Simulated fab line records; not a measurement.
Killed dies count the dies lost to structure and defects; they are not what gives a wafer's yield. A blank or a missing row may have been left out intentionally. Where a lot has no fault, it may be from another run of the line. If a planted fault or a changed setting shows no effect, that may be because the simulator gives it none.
Which tool did it? :: flow nandHarc :: Sampling: 14 lots, 42 wafers, 3 of 1159 route steps

## WHAT EACH GAUGE READ, for each wafer
NHARC_P_ZERO_WELL_CD_MEAS_24 targets a cd of 720 nm. Usual: 720.5 nm for cdNm, sd 2.5.
lot: L550
measured: day 2 08:20
on: cdSem-01
cdNm (nm): 723.0 721.4 720.0
flag: 

lot: L551
measured: day 2 14:28
on: cdSem-02
cdNm (nm): 722.4 714.3 719.1
flag: 

lot: L552
measured: day 2 20:36
on: cdSem-03
cdNm (nm): 719.1 722.6 723.0
flag: 

lot: L553
measured: day 3 02:28
on: cdSem-01
cdNm (nm): 719.8 717.4 721.5
flag: 

lot: L554
measured: day 3 08:19
on: cdSem-03
cdNm (nm): 714.9 723.3 721.9
flag: 

lot: L555
measured: day 3 14:29
on: cdSem-01
cdNm (nm): 722.7 724.1 721.3
flag: 

lot: L556
measured: day 3 20:46
on: cdSem-03
cdNm (nm): 720.7 722.6 723.3
flag: 

lot: L557
measured: day 4 03:04
on: cdSem-01
cdNm (nm): 717.8 723.6 720.7
flag: 

lot: L560
measured: day 4 21:46
on: cdSem-01
cdNm (nm): 715.3 714.8 717.3
flag: 

lot: L561
measured: day 5 02:56
on: cdSem-01
cdNm (nm): 721.0 720.4 722.8
flag: 

lot: L566
measured: day 6 08:35
on: cdSem-03
cdNm (nm): 725.5 722.5 722.6
flag: 

lot: L567
measured: day 6 14:37
on: cdSem-01
cdNm (nm): 720.6 720.8 720.5
flag: 

lot: L568
measured: day 6 20:28
on: cdSem-03
cdNm (nm): 720.5 722.6 720.5
flag: 

lot: L570
measured: day 7 08:42
on: cdSem-02
cdNm (nm): 722.0 720.9 723.7
flag: 

NHARC_P_STI_OVL_MEAS_10. Usual: overlayXNm 1 nm, standard deviation 7.4; overlayYNm -2 nm, standard deviation 4.9.
lot: L550
measured: day 3 05:29
on: overlay-01
overlayXNm (nm): -2 -2 -2
overlayYNm (nm): 6 6 6
flag: 

lot: L551
measured: day 3 11:37
on: overlay-01
overlayXNm (nm): 8 8 8
overlayYNm (nm): 2 2 2
flag: 

lot: L552
measured: day 3 18:56
on: overlay-02
overlayXNm (nm): 7 7 7
overlayYNm (nm): -4 -3 -4
flag: 

lot: L553
measured: day 4 01:02
on: overlay-02
overlayXNm (nm): 3 4 4
overlayYNm (nm): -8 -8 -9
flag: 

lot: L554
measured: day 4 09:27
on: overlay-01
overlayXNm (nm): -4 -4 -4
overlayYNm (nm): 2 1 1
flag: 

lot: L555
measured: day 4 09:37
on: overlay-02
overlayXNm (nm): -10 -11 -11
overlayYNm (nm): 4 4 4
flag: 

lot: L556
measured: day 4 17:14
on: overlay-02
overlayXNm (nm): 8 9 8
overlayYNm (nm): 5 5 4
flag: 

lot: L557
measured: day 5 01:22
on: overlay-01
overlayXNm (nm): -5 -5 -5
overlayYNm (nm): -8 -7 -7
flag: 

lot: L560
measured: day 5 16:59
on: overlay-02
overlayXNm (nm): 13 13 13
overlayYNm (nm): 5 5 4
flag: 

lot: L561
measured: day 5 23:14
on: overlay-02
overlayXNm (nm): -5 -5 -6
overlayYNm (nm): -8 -7 -8
flag: 

lot: L566
measured: day 7 05:03
on: overlay-02
overlayXNm (nm): 2 1 2
overlayYNm (nm): -7 -7 -6
flag: 

lot: L567
measured: day 7 10:55
on: overlay-02
overlayXNm (nm): -3 -3 -2
overlayYNm (nm): 6 6 6
flag: 

lot: L568
measured: day 7 18:16
on: overlay-01
overlayXNm (nm): -14 -14 -13
overlayYNm (nm): 3 4 4
flag: 

lot: L570
measured: day 8 02:32
on: overlay-01
overlayXNm (nm): -5 -6 -5
overlayYNm (nm): -3 -2 -3
flag: 

## WHAT TOOL EACH LOT RAN ON (gives the tool, then ch and the chambers of the sampled wafers, and finally the start)
lot: L550
NHARC_P_ZERO_WELL_PECVD_02: pecvd-04 ch 0,1, day 2 06:29

lot: L551
NHARC_P_ZERO_WELL_PECVD_02: pecvd-02 ch 1,2, day 2 12:31

lot: L552
NHARC_P_ZERO_WELL_PECVD_02: pecvd-02 ch 0,1,2, day 2 18:26

lot: L553
NHARC_P_ZERO_WELL_PECVD_02: pecvd-02 ch 0,1,2, day 3 00:28

lot: L554
NHARC_P_ZERO_WELL_PECVD_02: pecvd-01 ch 0,1,2, day 3 06:31

lot: L555
NHARC_P_ZERO_WELL_PECVD_02: pecvd-04 ch 0,1, day 3 12:29

lot: L556
NHARC_P_ZERO_WELL_PECVD_02: pecvd-02 ch 0,1,2, day 3 18:40

lot: L557
NHARC_P_ZERO_WELL_PECVD_02: pecvd-04 ch 0,1, day 4 00:26

lot: L560
NHARC_P_ZERO_WELL_PECVD_02: pecvd-04 ch 0,2, day 4 18:35

lot: L561
NHARC_P_ZERO_WELL_PECVD_02: pecvd-01 ch 2, day 5 00:27

lot: L566
NHARC_P_ZERO_WELL_PECVD_02: pecvd-02 ch 0,1,2, day 6 06:32

lot: L567
NHARC_P_ZERO_WELL_PECVD_02: pecvd-04 ch 0,2, day 6 12:27

lot: L568
NHARC_P_ZERO_WELL_PECVD_02: pecvd-02 ch 0,1,2, day 6 18:26

lot: L570
NHARC_P_ZERO_WELL_PECVD_02: pecvd-01 ch 0,1, day 7 06:30
- NHARC_P_ZERO_WELL_PECVD_02: deposits SiO2, target thk 10 nm.

## WHAT THE TOOLS THEMSELVES READ (means of the sampled wafers that have a number; where no wafer has one, the mark that the record gives instead)
The record holds no such reading with a usual standard deviation.

## THE ANSWER, worked out from the rows above alone
Rule: take the mean of a lot's wafers that have a number; if it is more than 3 standard deviations from the usual mean, the lot is off. Also off: a lot with no number at a reading for which 4 or more lots have one. The other lots that the step has rows for count as sound. The gauges are gone through in route order, then the tools' own readings, and for those a lot's mean is taken as printed above. At the first step where some lot is off, the reading lying furthest off is the one used; lots without a number count as furthest.
Nothing can be told from this: no lot is off at any reading shown.

## WHAT WAS PUT IN BY THE SIMULATOR
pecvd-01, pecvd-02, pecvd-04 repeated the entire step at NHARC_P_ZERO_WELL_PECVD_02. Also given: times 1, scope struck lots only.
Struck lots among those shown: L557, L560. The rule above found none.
